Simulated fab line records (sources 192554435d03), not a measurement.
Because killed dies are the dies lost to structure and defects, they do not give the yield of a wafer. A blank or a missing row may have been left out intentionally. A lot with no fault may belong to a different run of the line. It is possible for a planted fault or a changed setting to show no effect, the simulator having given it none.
Which tool was responsible? + flow n5 finfet + 36 wafers from 12 lots sampled at 5 of the route's 1938 steps

== WHAT EACH GAUGE READ, for each wafer ==
N5_BEOL_M2_CD_MEAS_35: target cd 18 nm, target cd y 22.2 nm.
| lot  | measured     | on        | cd nm (nm)     |
|------|--------------|-----------|----------------|
| L075 | day 7 08:31  | cd sem-03 | 18.2 18.0 18.2 |
| L077 | day 8 04:49  | cd sem-03 | 17.9 17.8 18.3 |
| L079 | day 8 09:40  | cd sem-02 | 18.3 17.5 18.4 |
| L081 | day 8 20:08  | cd sem-02 | 18.2 17.8 18.6 |
| L083 | day 9 01:14  | cd sem-01 | 17.9 18.8 18.3 |
| L085 | day 11 00:00 | cd sem-01 | 17.9 17.9 18.5 |
| L087 | day 11 05:19 | cd sem-03 | 18.3 18.7 18.8 |
| L089 | day 11 13:14 | cd sem-02 | 17.6 17.7 18.0 |
| L092 | day 12 00:43 | cd sem-02 | 18.0 18.7 18.2 |
| L093 | day 12 08:57 | cd sem-01 | 18.3 18.5 18.1 |
| L096 | day 12 12:55 | cd sem-01 | 17.7 18.1 18.0 |
| L097 | day 12 18:55 | cd sem-02 | 18.2 18.2 18.3 |

== EACH LOT AND THE TOOL THAT RAN IT (in order: tool; ch and the chambers of the sampled wafers; start) ==
| lot  | N5_BEOL_M2_DESCUM_16               | N5_BEOL_M2_DESCUM_33               | N5_BEOL_M2_ETCH_41                            | N5_BEOL_M2_STRIP_97                           |
|------|------------------------------------|------------------------------------|-----------------------------------------------|-----------------------------------------------|
| L075 | rie diel-01 ch 0,2, day 6 20:25    | rie diel-01 ch 1,2, day 6 21:23    | rie diel-04 ch 0,1,2, day 7 08:31 or earlier  | rie diel-04 ch 0,1,2, day 7 08:31 or earlier  |
| L077 | rie diel-01 ch 0,2, day 7 17:22    | rie diel-04 ch 0,3, day 7 18:22    | rie diel-01 ch 0,1, day 8 04:49 or earlier    | rie diel-01 ch 0,1, day 8 04:49 or earlier    |
| L079 | rie diel-04 ch 0,2,3, day 7 23:38  | rie diel-04 ch 0,2,3, day 8 00:55  | rie diel-04 ch 0,1,3, day 8 09:40 or earlier  | rie diel-04 ch 0,1,3, day 8 09:40 or earlier  |
| L081 | rie diel-04 ch 0,2,3, day 8 09:38  | rie diel-04 ch 1,2,3, day 8 10:30  | rie diel-06 ch 0,1,2, day 8 20:08 or earlier  | rie diel-06 ch 0,1,2, day 8 20:08 or earlier  |
| L083 | rie diel-01 ch 0,2, day 8 20:25    | rie diel-06 ch 0,2, day 8 21:25    | rie diel-04 ch 1,2, day 9 01:14 or earlier    | rie diel-04 ch 1,2, day 9 01:14 or earlier    |
| L085 | rie diel-04 ch 0,2,3, day 10 07:56 | rie diel-04 ch 1,2, day 10 08:50   | rie diel-01 ch 1,2,3, day 11 00:00 or earlier | rie diel-01 ch 1,2,3, day 11 00:00 or earlier |
| L087 | rie diel-06 ch 0,1,3, day 11 01:20 | rie diel-06 ch 1,2,3, day 11 02:23 | rie diel-01 ch 0,2,3, day 11 05:19 or earlier | rie diel-01 ch 0,2,3, day 11 05:19 or earlier |
| L089 | rie diel-04 ch 0,1,3, day 11 07:03 | rie diel-04 ch 1,3, day 11 07:55   | rie diel-06 ch 2,3, day 11 13:14 or earlier   | rie diel-06 ch 2,3, day 11 13:14 or earlier   |
| L092 | rie diel-01 ch 1,2,3, day 11 17:04 | rie diel-06 ch 1,3, day 11 18:20   | rie diel-01 ch 1,2,3, day 12 00:43 or earlier | rie diel-01 ch 1,2,3, day 12 00:43 or earlier |
| L093 | rie diel-04 ch 1,2, day 12 03:59   | rie diel-01 ch 1,2,3, day 12 04:59 | rie diel-06 ch 2,3, day 12 08:57 or earlier   | rie diel-06 ch 2,3, day 12 08:57 or earlier   |
| L096 | rie diel-04 ch 0,2,3, day 12 06:44 | rie diel-04 ch 0,2,3, day 12 07:50 | rie diel-04 ch 1,2,3, day 12 12:55 or earlier | rie diel-04 ch 1,2,3, day 12 12:55 or earlier |
| L097 | rie diel-01 ch 0,1,3, day 12 13:32 | rie diel-06 ch 1,2,3, day 12 14:25 | rie diel-04 ch 1,2,3, day 12 18:55 or earlier | rie diel-04 ch 1,2,3, day 12 18:55 or earlier |
- N5_BEOL_M2_DESCUM_16: chemistry O2, time 7 s.
- N5_BEOL_M2_DESCUM_33: chemistry O2, time 7 s.
- N5_BEOL_M2_ETCH_41: etches SiCN in CH3F/O2, target depth 29.9 nm, time 52.5 s.
- N5_BEOL_M2_STRIP_97: strips in N2/H2, time 10 s.

== THE ANSWER, worked out from the rows above alone ==
Rule: the usual values come from the lots themselves. The widest of any qualifying gaps counts: lots, ordered by their means at a reading, are off when they make up no more than a third of the lots, leave a main group of 4 or more, and stand apart from it by 3 or more times the standard deviation of that group's means. If all means in a main group match to the digits the tables above print for the reading, that group is not used. A lot without any number at a reading at which 4 lots or more have one is off too. All remaining lots with rows at the step are treated as sound.
Across all readings shown, no lot is off: no conclusion can be drawn from this.

== WHAT WAS PUT IN BY THE SIMULATOR ==
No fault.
